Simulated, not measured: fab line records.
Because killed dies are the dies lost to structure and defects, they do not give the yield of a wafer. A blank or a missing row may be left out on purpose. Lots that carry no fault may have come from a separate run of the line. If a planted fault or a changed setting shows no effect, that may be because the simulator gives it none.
Split-lot trial | flow n5-finfet | 39 wafers read from 7 lots, route of 1938 steps

== THE SPLIT ==
At N5_BEOL_M9_ILD_DEP_00 (deposits SiCOH lowk from DEMS/porogen, target thk 308.51 nm, time 58 s), the setting target-thk-a was moved away from the recipe's 3085.1 angstrom on 6 of the 39 wafers read, by +42.3% to +52.9%. For the rest of the wafers, this setting stayed at what the recipe calls for.

== FROM THE SPLIT ON TO THE READING: in between, the file shows 1 step ==
- N5_BEOL_M9_CURE_71: cures SiCOH lowk, time 240 s

== THE READING ==
M9_ILD_THK (nm), taken at N5_BEOL_M9_THK_MEAS_01. Typical for fault-free wafers on this fab line: 269 nm, with standard deviation 3.3 nm.

wafer  | tool, chamber at the split | target-thk-a as run, angstrom | against the recipe | M9_ILD_THK, nm | against lot-mates on the recipe
L074.2 | pecvd-02, 2                | 3085.1                        | recipe             | 268            | -
L074.4 | pecvd-02, 2                | 3085.1                        | recipe             | 271            | -
L074.6 | pecvd-02, 0                | 3085.1                        | recipe             | 274            | -
L077.1 | pecvd-02, 0,1              | 3085.1                        | recipe             | 268            | -
L077.2 | pecvd-02, 1                | 3085.1                        | recipe             | 264            | -
L077.3 | pecvd-02, 1                | 3085.1                        | recipe             | 267            | -
L077.4 | pecvd-02, 0                | 3085.1                        | recipe             | 266            | -
L077.5 | pecvd-02, 0                | 3085.1                        | recipe             | 269            | -
L077.6 | pecvd-02, 0,1              | 3085.1                        | recipe             | 268            | -
L078.1 | pecvd-04, 1                | 3085.1                        | recipe             | 271            | -
L078.2 | pecvd-04, 0                | 3085.1                        | recipe             | 269            | -
L078.3 | pecvd-04, 2                | 3085.1                        | recipe             | 269            | -
L078.4 | pecvd-04, 1                | 3085.1                        | recipe             | 276            | -
L078.5 | pecvd-04, 2                | 3085.1                        | recipe             | 276            | -
L078.6 | pecvd-04, 0                | 3085.1                        | recipe             | 275            | -
L079.1 | pecvd-02, 0                | 3085.1                        | recipe             | 268            | -
L079.2 | pecvd-02, 1                | 3085.1                        | recipe             | 264            | -
L079.3 | pecvd-02, 2                | 3085.1                        | recipe             | 268            | -
L079.4 | pecvd-02, 2                | 3085.1                        | recipe             | 272            | -
L079.5 | pecvd-02, 1                | 3085.1                        | recipe             | 273            | -
L079.6 | pecvd-02, 0                | 3085.1                        | recipe             | 272            | -
L081.1 | pecvd-04, 0                | 3085.1                        | recipe             | 266            | -
L081.2 | pecvd-04, 2                | 3085.1                        | recipe             | 266            | -
L081.3 | pecvd-04, 1                | 3085.1                        | recipe             | 268            | -
L081.4 | pecvd-04, 2                | 3085.1                        | recipe             | 271            | -
L081.5 | pecvd-04, 0                | 3085.1                        | recipe             | 270            | -
L081.6 | pecvd-04, 1                | 3085.1                        | recipe             | 273            | -
L084.1 | pecvd-02, 0                | 3085.1                        | recipe             | 267            | -
L084.2 | pecvd-02, 1                | 3085.1                        | recipe             | 267            | -
L084.3 | pecvd-02, 2                | 4391                          | +42.3%             | 384            | +115
L084.4 | pecvd-02, 0                | 4391                          | +42.3%             | 388            | +119
L084.5 | pecvd-02, 2                | 3085.1                        | recipe             | 272            | -
L084.6 | pecvd-02, 1                | 4391                          | +42.3%             | 389            | +120
L090.1 | pecvd-04, 1                | 3085.1                        | recipe             | 267            | -
L090.2 | pecvd-04, 2                | 4717                          | +52.9%             | 411            | +142
L090.3 | pecvd-04, 0                | 4717                          | +52.9%             | 410            | +141
L090.4 | pecvd-04, 0                | 4717                          | +52.9%             | 414            | +145
L090.5 | pecvd-04, 2                | 3085.1                        | recipe             | 270            | -
L090.6 | pecvd-04, 1                | 3085.1                        | recipe             | 270            | -
When a row names more than one chamber, that row covers several wafers, and the file does not tell which wafer ran in which chamber.

THE FIT
A straight line over all 39 wafers: M9_ILD_THK changes by +2.72 nm for each +1% of target-thk-a; r = +1.00; the points scatter about the line by 3.2 nm.
The same after taking each lot's own level away (the mean of its wafers on the recipe; 39 wafers): +2.73 nm for each +1%; r = +1.00; scatter 2.7 nm.
On that fit, the largest move of target-thk-a shifts the reading by 1.4e+02 nm.
Across the lots, their own levels run from 267.0 to 272.7 nm, a range of 1.7 times the standard deviation given above.
The two slopes agree, so the slope changes little with the lot-to-lot level.
Check: with one of the wafers moved furthest among these (+52.9%) left out of the fit, the line predicts +145 nm for it against its lot-mates. It came out at +142 nm against them.

== THE WHOLE CHAIN: every reading that the file lists as answering this split, in the file's order ==
step                   | what it does                                                           | reading                                                                                  | change (the file's fit)              | r (the file's)
N5_BEOL_M9_ILD_DEP_00  | deposits SiCOH lowk from DEMS/porogen, target thk 308.51 nm, time 58 s | SiCOH_lowk_of_BEOL_M9_ILD_DEP_00.thk-nm (the simulator's own value, which no gauge read) | +3.07 nm for each +1% of the setting | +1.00
N5_BEOL_M9_CURE_71     | cures SiCOH lowk, time 240 s                                           | SiCOH_lowk_of_BEOL_M9_ILD_DEP_00.thk-nm (the simulator's own value, which no gauge read) | +2.73 nm for each +1% of the setting | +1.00
N5_BEOL_M9_THK_MEAS_01 |                                                                        | M9_ILD_THK                                                                               | +2.73 for each +1% of the setting    | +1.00

== THE FILE'S OWN FIT ==
M9_ILD_THK changes by +2.73 nm for each +1% of target-thk-a, r = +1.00.
